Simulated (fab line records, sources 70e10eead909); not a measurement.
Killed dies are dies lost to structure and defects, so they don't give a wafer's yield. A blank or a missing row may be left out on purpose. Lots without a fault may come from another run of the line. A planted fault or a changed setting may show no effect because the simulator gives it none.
fab line records | flow nand_harc
record lots=13 wafers=39 last_day=26
route steps=1159 shown A_CONTACT@897 END@1159
lots that met no fault: from a run of the same line without faults
start_h: hours from the record's first day to the start of the lot's first wafer shown | wait_h: hours since the lot's step before | " the same as in the row above | L1.1+2: a row that stands for several wafers | - no value, or no start given | * or withheld: withheld | < > ~ a bound
route shown NAME@n: a module of which the file shows steps, and the number in the route of the first | usual: mean/standard deviation of fault-free wafers | same: alike in all rows | chamber/n: place in a boat | sites: the reading at each site | _std_site: their standard deviation | _edge_site: outer sites' mean less inner sites' | radius_mm: how far each site lies from the wafer's centre | mask NAME#n: copy n | behind: the tool/chamber that last shaped the wafer | hold: why the lot was held/for how many hours/how that ended | device: the transistor (n, p or np) that didn't switch | end of line: the same wafers' tests at the end of the route | a step without rows: its recipe alone | killed: dies lost to structure and defects at the first sort, not the wafer's yield | map: a wafer's dies, x killed, . not, _ none there
set.NAME: the setting as run; set.NAME@STEP: as run at that earlier step | model.NAME: the simulator's own value behind a step, which no gauge read
steps of the route over a sample of lots; a table a step, a row a wafer
services: from which hour (start_h, from the record's first day; less than 0 if before it) a tool's chamber was out of use, for how many hours, and why
## steps
# step NHARC_A_CONTACT_OVL_MEAS_70
# usual overlay_x_nm=0.2/0.9 overlay_y_nm=0.1/0.85
# columns lot.wafer tool chamber start_h wait_h overlay_x_nm overlay_y_nm
L840.1 overlay-01 - 379.07 - -0.5 -0.4
L840.3 " - " " -0.9 -0.2
L840.6 " - " " -0.9 0.2
L838.1 overlay-01 - 380.84 - 0.9 0.7
L838.3 " - " " 1.5 0.4
L838.6 " - " " 0.8 0.3
L839.3 overlay-01 - 385.48 - 0.4 -2.3
L839.4 " - " " 0.3 -1.5
L839.5 " - " " 0.7 -1.8
L842.1 overlay-02 - 392.59 - 0.1 -0.3
L842.3 " - " " 0.9 0.0
L842.5 " - " " 0.0 0.8
L843.2 overlay-01 - 396.84 - -1.4 -0.4
L843.3 " - " " -1.4 -0.5
L843.4 " - " " -1.1 -0.7
L847.1 overlay-02 - 435.49 - 0.9 -0.2
L847.3 " - " " 0.9 -0.2
L847.5 " - " " 0.6 -0.1
L850.2 overlay-02 - 455.86 - 0.3 1.5
L850.3 " - " " -0.1 1.1
L850.4 " - " " -0.3 1.7
L854.1 overlay-01 - 476.83 - 1.0 0.1
L854.3 " - " " 1.0 0.2
L854.6 " - " " 1.0 0.6
L855.3 overlay-02 - 478.58 - 0.6 -0.6
L855.4 " - " " 1.5 -0.8
L855.5 " - " " 1.5 -0.9
L858.1 overlay-01 - 492.64 - 0.2 -1.0
L858.4 " - " " -0.3 -0.5
L858.6 " - " " 0.0 -1.0
L859.1 overlay-02 - 501.63 - 0.7 1.2
L859.2 " - " " 0.3 1.4
L859.4 " - " " 0.9 0.9
L856.2 overlay-02 - 504.73 - -0.5 0.9
L856.3 " - " " -0.6 0.9
L856.5 " - " " -1.2 0.2
L860.3 overlay-01 - 520.94 - 0.4 -0.1
L860.5 " - " " 1.0 -0.3
L860.6 " - " " 0.4 0.7
# step NHARC_A_CONTACT_ETCH_77
# recipe target_depth_a=726 time_s=36.3 cf4_flow_sccm=100 chf3_flow_sccm=30 ar_flow_sccm=0 rf_w=500 bias_w=200 chemistry=CF4/CHF3
# usual drypump_motor_current_A=5.7/0.54 oes_product_au=0.940/0.019 rf_vpp_V=370.8/2 run_length_s=57.1/0.36 showerhead_plenum_p_Torr=1.58/0.057 throttle_valve_pct=16.803/0.0093
# columns lot.wafer tool chamber start_h wait_h drypump_motor_current_A oes_product_au rf_hours_counter_h rf_vpp_V run_length_s showerhead_plenum_p_Torr throttle_valve_pct
L840.3 rie_diel-13 0 379.69 - 5.6 0.978 18 371.6 56.6 1.57 16.806
L840.1 " 3 " " 6.2 0.963 17 372.3 57.2 1.63 16.809
L840.6 " 0 " " 5.6 0.983 - 370.5 56.6 1.57 16.810
L838.3 rie_diel-13 3 381.54 - 6.2 0.930 18 373.0 57.1 1.63 16.801
L838.1 " 2 " " 6.1 0.943 17 369.3 57.5 1.50 16.790
L838.6 " 3 " " 6.2 0.928 - 371.7 57.1 1.63 16.811
L839.3 rie_diel-07 2 386.23 - 6.0 0.940 53 373.7 57.2 1.64 16.808
L839.5 " 0 " " 6.7 0.927 - 369.4 56.8 1.51 16.824
L839.4 " 1 " " 4.7 0.928 - 367.5 56.8 1.52 16.804
L842.3 rie_diel-07 2 393.32 - 6.0 0.922 56 372.3 57.5 1.64 16.800
L842.1 " 1 " " 4.7 0.930 62 367.8 57.1 1.52 16.788
L842.5 " 1 " " 4.8 0.933 - 368.4 56.8 1.52 16.799
L843.2 rie_diel-07 1 397.58 - 4.8 0.965 64 367.8 57.3 1.52 16.799
L843.3 " 2 " " 6.0 0.965 58 373.1 57.2 1.64 16.803
L843.4 " 2 " " 5.9 0.976 - 372.6 57.1 1.64 16.815
L847.1 rie_diel-13 1 436.11 - 5.2 0.945 31 371.7 57.1 1.60 16.817
L847.3 " 2 " " 6.1 0.934 28 367.9 57.9 1.49 16.809
L847.5 " 2 " " 6.0 0.938 - 367.6 57.7 1.49 16.812
L850.3 rie_diel-07 1 456.77 - 4.7 0.921 12 368.5 57.1 1.52 16.806
L850.2 " 3 " " 5.6 0.951 11 373.1 48.5 1.67 16.795
L850.4 " 3 " " 5.6 0.945 - 373.5 48.8 1.67 16.781
L854.1 rie_diel-13 1 477.45 - 5.2 0.949 4 371.7 57.1 1.59 16.808
L854.3 " 0 " " 5.6 0.920 4 371.5 56.6 1.57 16.821
L854.6 " 2 " " 6.0 0.938 - 367.7 57.7 1.49 16.792
L855.3 rie_diel-13 3 479.20 - 6.2 0.941 4 373.3 57.3 1.62 16.804
L855.4 " 1 " " 5.2 0.935 4 372.0 57.2 1.59 16.797
L855.5 " 3 " " 6.2 0.943 - 372.0 57.2 1.62 16.802
L858.4 rie_diel-13 1 493.32 - 5.2 0.940 5 370.7 57.2 1.59 16.805
L858.1 " 2 " " 6.0 0.936 5 368.4 57.3 1.49 16.797
L858.6 " 3 " " 6.2 0.937 - 373.8 57.8 1.62 16.784
L859.4 rie_diel-11 0 502.54 - 5.8 0.929 53 371.8 56.9 1.57 16.803
L859.1 " 2 " " 5.5 0.938 51 373.1 57.6 1.69 16.795
L859.2 " 3 " " 6.6 0.934 50 371.6 57.4 1.59 16.804
L856.2 rie_diel-13 2 505.36 - 6.0 0.933 7 368.1 57.4 1.49 16.802
L856.3 " 1 " " 5.2 0.940 7 371.5 57.1 1.59 16.812
L856.5 " 2 " " 6.0 0.936 - 367.4 57.6 1.49 16.795
L860.3 rie_diel-13 1 521.68 - 5.2 0.951 11 369.3 57.2 1.59 16.799
L860.6 " 3 " " 6.2 0.956 - 372.7 57.0 1.62 16.803
L860.5 " 0 " " 5.6 0.943 - 369.7 56.9 1.57 16.805
# step NHARC_A_CONTACT_ETCH_124
# recipe source_w=withheld pressure_mtorr=20 bias_v=withheld time_s=140 target_depth_a=7000 ar_flow_sccm=withheld c4f8_flow_sccm=withheld o2_flow_sccm=withheld chemistry=C4F8/O2/Ar
# usual run_length_s=141.3/0.48
# columns lot.wafer tool chamber start_h wait_h rf_hours_counter_h run_length_s
L840.1 har_cap_etch-01 0 380.33 - 56 141.5
L840.3 " 0 " " - 141.5
L840.6 " 0 " " - 141.4
L838.1 har_cap_etch-03 0 382.21 - 87 140.9
L838.3 " 1 " " - 141.9
L838.6 " 1 " " - 142.0
L839.4 har_cap_etch-01 0 387.00 - - 141.5
L839.3 " 1 " " - 141.1
L839.5 " 0 " " - 141.1
L842.1 har_cap_etch-01 0 394.03 - 59 141.0
L842.3 " 0 " " - 141.7
L842.5 " 0 " " - 141.5
L843.2 har_cap_etch-02 0 398.32 - 14 141.1
L843.4 " 1 " " - 141.9
L843.3 " 0 " " - 141.0
L847.1 har_cap_etch-02 1 436.71 - 19 141.9
L847.3 " 1 " " - 141.8
L847.5 " 0 " " - 141.0
L850.2 har_cap_etch-03 0 457.52 - 101 140.7
L850.4 " 1 " " - 142.1
L850.3 " 0 " " - 140.8
L854.1 har_cap_etch-01 1 478.10 - 74 140.9
L854.3 " 0 " " - 141.7
L854.6 " 1 " " - 140.9
L855.4 har_cap_etch-03 0 479.88 - - 140.9
L855.3 " 1 " " - 142.0
L855.5 " 0 " " - 140.4
L858.1 har_cap_etch-02 0 493.91 - 29 141.1
L858.4 " 0 " " - 141.0
L858.6 " 1 " " - 142.0
L859.2 har_cap_etch-01 0 503.25 - 77 141.4
L859.1 " 1 " " 77 141.0
L859.4 " 1 " " - 140.9
L856.2 har_cap_etch-02 0 505.99 - 31 141.3
L856.3 " 1 " " - 141.9
L856.5 " 1 " " - 142.0
L860.3 har_cap_etch-02 0 522.34 - - 141.3
L860.5 " 0 " " - 141.5
L860.6 " 1 " " - 141.9
# step NHARC_A_CONTACT_ETCH_126
# recipe source_w=withheld pressure_mtorr=20 bias_v=1200 time_s=155 target_depth_a=9560 ar_flow_sccm=withheld c4f8_flow_sccm=withheld o2_flow_sccm=withheld chemistry=C4F8/O2/Ar
# usual run_length_s=155/0
# columns lot.wafer tool chamber start_h wait_h rf_hours_counter_h run_length_s
L840.1 har_cap_etch-01 0 380.66 0.1 56 155
L840.3 " 0 " " - 155
L840.6 " 0 " " - 155
L838.1 har_cap_etch-03 0 382.54 0.1 87 155
L838.3 " 1 " " - 155
L838.6 " 1 " " - 155
L839.4 har_cap_etch-01 0 387.32 0.1 - 155
L839.3 " 1 " " - 155
L839.5 " 0 " " - 155
L842.1 har_cap_etch-01 0 394.38 0.1 60 155
L842.3 " 0 " " - 155
L842.5 " 0 " " - 155
L843.2 har_cap_etch-02 0 398.65 0.1 14 155
L843.4 " 1 " " - 155
L843.3 " 0 " " - 155
L847.1 har_cap_etch-02 1 437.06 0.1 19 155
L847.3 " 1 " " - 155
L847.5 " 0 " " - 155
L850.2 har_cap_etch-03 0 457.85 0.1 101 155
L850.4 " 1 " " - 155
L850.3 " 0 " " - 155
L854.1 har_cap_etch-01 1 478.54 0.2 74 155
L854.3 " 0 " " - 155
L854.6 " 1 " " - 155
L855.4 har_cap_etch-03 0 480.20 0.1 - 155
L855.3 " 1 " " - 155
L855.5 " 0 " " - 155
L858.1 har_cap_etch-02 0 494.25 0.1 29 155
L858.4 " 0 " " - 155
L858.6 " 1 " " - 155
L859.2 har_cap_etch-01 0 503.60 0.1 77 155
L859.1 " 1 " " 77 155
L859.4 " 1 " " - 155
L856.2 har_cap_etch-02 0 506.33 0.1 31 155
L856.3 " 1 " " - 155
L856.5 " 1 " " - 155
L860.3 har_cap_etch-02 0 522.66 0.1 - 155
L860.5 " 0 " " - 155
L860.6 " 1 " " - 155
# step NHARC_END_SORT_01
# recipe temp_c=25
# usual killed_at_array=27/12 killed_at_other=0.9/1.1 killed_at_periphery=3.2/2.4 killed_dies=31/12 killed_open=3.3/1.7 killed_short=2.0/1.6
# same gross_dies=677
# columns lot.wafer tool chamber start_h wait_h killed_at_array killed_at_other killed_at_periphery killed_dies killed_open killed_short
L840.1 prober-01 0 442.39 2.5 10 1 6 17 4 1
L840.3 prober-01 0 444.00 3.1 13 2 1 16 3 0
L840.6 prober-01 0 446.42 4.0 13 1 2 16 3 4
L847.1 prober-01 0 571.41 2.5 19 1 4 24 2 1
L847.3 prober-01 0 572.98 3.1 22 1 6 29 6 1
L847.5 prober-01 0 574.55 3.6 23 2 3 28 2 5
L850.2 prober-02 0 587.67 2.8 304 0 5 309 6 2
L850.3 prober-02 0 588.47 3.1 15 0 3 18 5 0
L850.4 prober-02 0 589.27 3.4 304 2 3 309 5 2
L854.1 prober-02 0 602.48 2.5 29 3 3 35 4 2
L854.3 prober-02 0 604.07 3.1 33 1 2 36 4 0
L854.6 prober-02 0 606.46 4.0 26 1 3 30 3 2
L858.1 prober-01 0 602.49 2.5 23 0 0 23 5 2
L858.4 prober-01 0 604.91 3.4 21 0 2 23 5 5
L858.6 prober-01 0 606.52 4.0 19 0 1 20 5 0
L856.2 prober-01 0 611.12 2.8 40 0 7 47 6 0
L856.3 prober-01 0 611.92 3.1 48 0 1 49 3 0
L856.5 prober-01 0 613.53 3.7 49 0 3 52 4 5
# killed by level:class
L840.1 P_STI:chamber_film_flake=3 A_CONTACT:chamber_film_flake=3 P_CONTACT:geometric_particle:open=2 A_SLIT:chamber_film_flake=2 P_M0:geometric_particle:open=1 A_ONON_D1:geometric_particle:short=1 A_M0:geometric_particle:open=1 A_ZERO_WELL:chamber_film_flake=1
L840.3 A_CONTACT:chamber_film_flake=5 A_CHANNEL_HOLE_D1:chamber_film_flake=3 HYBRID_BOND:chamber_film_flake=2 A_SGD_CUT:geometric_particle:open=1 A_WL_FILL:geometric_particle:open=1 A_BLC:geometric_particle:open=1 P_STI:chamber_film_flake=1 A_ZERO_WELL:chamber_film_flake=1
L840.6 A_CONTACT:chamber_film_flake=5 A_CHANNEL_FILL_D1:geometric_particle:short=3 P_CONTACT:geometric_particle:open=1 A_ONON_D1:geometric_particle:short=1 A_WL_FILL:geometric_particle:open=1 A_M1:geometric_particle:open=1 P_STI:chamber_film_flake=1 A_CHANNEL_HOLE_D1:chamber_film_flake=1
L847.1 A_CHANNEL_HOLE_D1:chamber_film_flake=12 P_STI:chamber_film_flake=2 A_STAIRCASE:chamber_film_flake=2 P_M0:geometric_particle:open=1 A_SLIT:geometric_particle:open=1 A_CONTACT:geometric_particle:short=1 P_ZERO_WELL:chamber_film_flake=1 A_ZERO_WELL:chamber_film_flake=1
L847.3 A_CHANNEL_HOLE_D1:chamber_film_flake=16 P_CONTACT:geometric_particle:open=2 P_M0:geometric_particle:open=2 P_STI:chamber_film_flake=2 A_ZERO_WELL:chamber_film_flake=2 A_CONTACT:chamber_film_flake=2 A_CHANNEL_FILL_D1:geometric_particle:short=1 A_M1:geometric_particle:open=1
L847.5 A_CHANNEL_HOLE_D1:chamber_film_flake=16 A_CONTACT:chamber_film_flake=2 THIN_TSV:chamber_film_flake=2 P_CONTACT:geometric_particle:open=1 P_M0:geometric_particle:short=1 A_SOURCE_PLATE:geometric_particle:short=1 A_ONON_D1:geometric_particle:short=1 A_SGD_CUT:geometric_particle:short=1
L850.2 A_CONTACT:area_etch=283 A_CHANNEL_HOLE_D1:chamber_film_flake=5 A_CONTACT:chamber_film_flake=5 A_STAIRCASE:chamber_film_flake=4 A_CONTACT:geometric_particle:open=3 P_M0:chamber_film_flake=2 P_CONTACT:geometric_particle:open=1 A_ONON_D1:geometric_particle:short=1
L850.3 A_CONTACT:chamber_film_flake=5 A_CHANNEL_HOLE_D1:chamber_film_flake=3 A_WL_FILL:geometric_particle:open=2 A_STAIRCASE:chamber_film_flake=2 P_M1:geometric_particle:open=1 A_CONTACT:geometric_particle:open=1 A_BLC:geometric_particle:open=1 P_STI:chamber_film_flake=1
L850.4 A_CONTACT:area_etch=282 A_CHANNEL_HOLE_D1:chamber_film_flake=7 A_STAIRCASE:chamber_film_flake=6 P_GATE:chamber_film_flake=2 A_CONTACT:chamber_film_flake=2 P_CONTACT:geometric_particle:short=1 HYBRID_BOND:chamber_film_flake=1 A_CHANNEL_FILL_D1:geometric_particle:open=1
L854.1 A_SLIT:chamber_film_flake=11 A_CHANNEL_HOLE_D1:chamber_film_flake=6 A_CONTACT:chamber_film_flake=4 A_CONTACT:geometric_particle:open=2 A_STAIRCASE:chamber_film_flake=2 THIN_TSV:chamber_film_flake=2 P_GATE:geometric_particle:open=1 A_ONON_D1:geometric_particle:short=1
L858.1 A_CHANNEL_HOLE_D1:chamber_film_flake=8 A_STAIRCASE:chamber_film_flake=6 A_CHANNEL_HOLE_D1:geometric_particle:open=2 A_CHANNEL_FILL_D1:geometric_particle:open=1 A_CHANNEL_FILL_D1:geometric_particle:short=1 A_SGD_CUT:geometric_particle:open=1 A_SGD_CUT:geometric_particle:short=1 A_M0:geometric_particle:open=1
L854.3 A_SLIT:chamber_film_flake=17 A_CHANNEL_HOLE_D1:chamber_film_flake=10 A_CONTACT:chamber_film_flake=2 P_CONTACT:geometric_particle:open=1 P_M0:geometric_particle:open=1 A_CHANNEL_FILL_D1:geometric_particle:open=1 A_CONTACT:geometric_particle:open=1 A_STAIRCASE:chamber_film_flake=1
L858.4 A_CHANNEL_HOLE_D1:chamber_film_flake=6 A_WL_FILL:geometric_particle:short=3 A_STAIRCASE:chamber_film_flake=3 A_WL_FILL:chamber_film_flake=2 A_CONTACT:chamber_film_flake=2 P_CONTACT:geometric_particle:open=1 P_M0:geometric_particle:open=1 A_ONON_D1:geometric_particle:open=1
L854.6 A_SLIT:chamber_film_flake=10 A_CHANNEL_HOLE_D1:chamber_film_flake=6 A_CONTACT:chamber_film_flake=5 P_M0:geometric_particle:open=1 P_BONDPAD:geometric_particle:open=1 A_ONON_D1:geometric_particle:short=1 A_CONTACT:geometric_particle:open=1 A_BLC:geometric_particle:short=1
L858.6 A_STAIRCASE:chamber_film_flake=6 A_CHANNEL_HOLE_D1:chamber_film_flake=3 A_CONTACT:geometric_particle:open=2 A_WL_FILL:chamber_film_flake=2 A_CONTACT:chamber_film_flake=2 A_ONON_D1:geometric_particle:open=1 A_CHANNEL_FILL_D1:geometric_particle:open=1 A_SGD_CUT:geometric_particle:open=1
L856.2 A_CHANNEL_HOLE_D1:chamber_film_flake=23 A_SLIT:chamber_film_flake=14 P_GATE:geometric_particle:open=2 A_CONTACT:chamber_film_flake=2 P_STI:geometric_particle:open=1 P_CONTACT:geometric_particle:open=1 P_M0:geometric_particle:open=1 P_M1:geometric_particle:open=1
L856.3 A_CHANNEL_HOLE_D1:chamber_film_flake=21 A_SLIT:chamber_film_flake=17 A_STAIRCASE:chamber_film_flake=4 A_CONTACT:chamber_film_flake=3 P_STI:geometric_particle:open=1 A_CHANNEL_FILL_D1:geometric_particle:open=1 A_SGD_CUT:geometric_particle:open=1 A_CHANNEL_FILL_D1:chamber_film_flake=1
L856.5 A_CHANNEL_HOLE_D1:chamber_film_flake=21 A_SLIT:chamber_film_flake=20 A_CHANNEL_FILL_D1:geometric_particle:short=2 A_CONTACT:geometric_particle:open=2 A_M0:geometric_particle:open=2 P_STI:geometric_particle:short=1 P_M2:geometric_particle:short=1 A_WL_FILL:geometric_particle:short=1
## services
# columns tool chamber start_h hours kind
rie_diel-13 0 358.51 - clean
rie_diel-13 1 358.51 - clean
rie_diel-13 2 358.51 - clean
rie_diel-13 3 358.51 - clean
rie_diel-13 3 363.34 4.3 repair
rie_diel-11 - 366.67 9.0 pm
rie_diel-07 3 371.03 30.2 repair
rie_diel-13 0 383.04 - clean
rie_diel-13 1 383.04 - clean
rie_diel-13 2 383.04 - clean
rie_diel-13 3 383.04 - clean
rie_diel-07 - 405.26 9.0 pm
rie_diel-13 0 407.59 - clean
rie_diel-13 1 407.59 - clean
rie_diel-13 2 407.59 - clean
rie_diel-13 3 407.59 - clean
har_cap_etch-01 - 411.28 0.1 repair
rie_diel-13 0 432.09 - clean
rie_diel-13 1 432.09 - clean
rie_diel-13 2 432.09 - clean
rie_diel-07 2 443.45 30.7 repair
rie_diel-07 0 448.96 4.0 repair
rie_diel-13 - 453.00 9.0 pm
rie_diel-13 0 516.32 3.3 repair
## key
first_sign step=NHARC_A_CONTACT_ETCH_77 reading=run_length_s direction=down sigmas=23 usual=* struck=*
effect step=NHARC_END_SORT_01 reading=killed_dies direction=up sigmas=24 usual=31 struck=309
more_kills_born_at NHARC_A_CONTACT_ETCH_77@rie_diel-07=565
met_at NHARC_A_CONTACT_ETCH_77
struck_lots L850
struck_wafers L850.2,L850.4
tester_left_out L850
not_acting_at NHARC_A_CONTACT_OVL_MEAS_70,NHARC_A_CONTACT_ETCH_124,NHARC_A_CONTACT_ETCH_126
onset_between 397.58 456.77
fault kind=process_parameter_drift tool=rie_diel-07 chamber=- onset_h=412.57 steps=NHARC_A_CONTACT_ETCH_77 channel=time_s offset=* shape=step end_h=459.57 scope=struck_wafers_only acts_in=* stated=*
# tester_left_out: of these lots the tester's yield and bins aren't shown, on N5 and GAA mostly nor the transistor test; their killed dies are dies lost to structure and defects alone, not to doping, threshold or leakage, so they don't give the yield
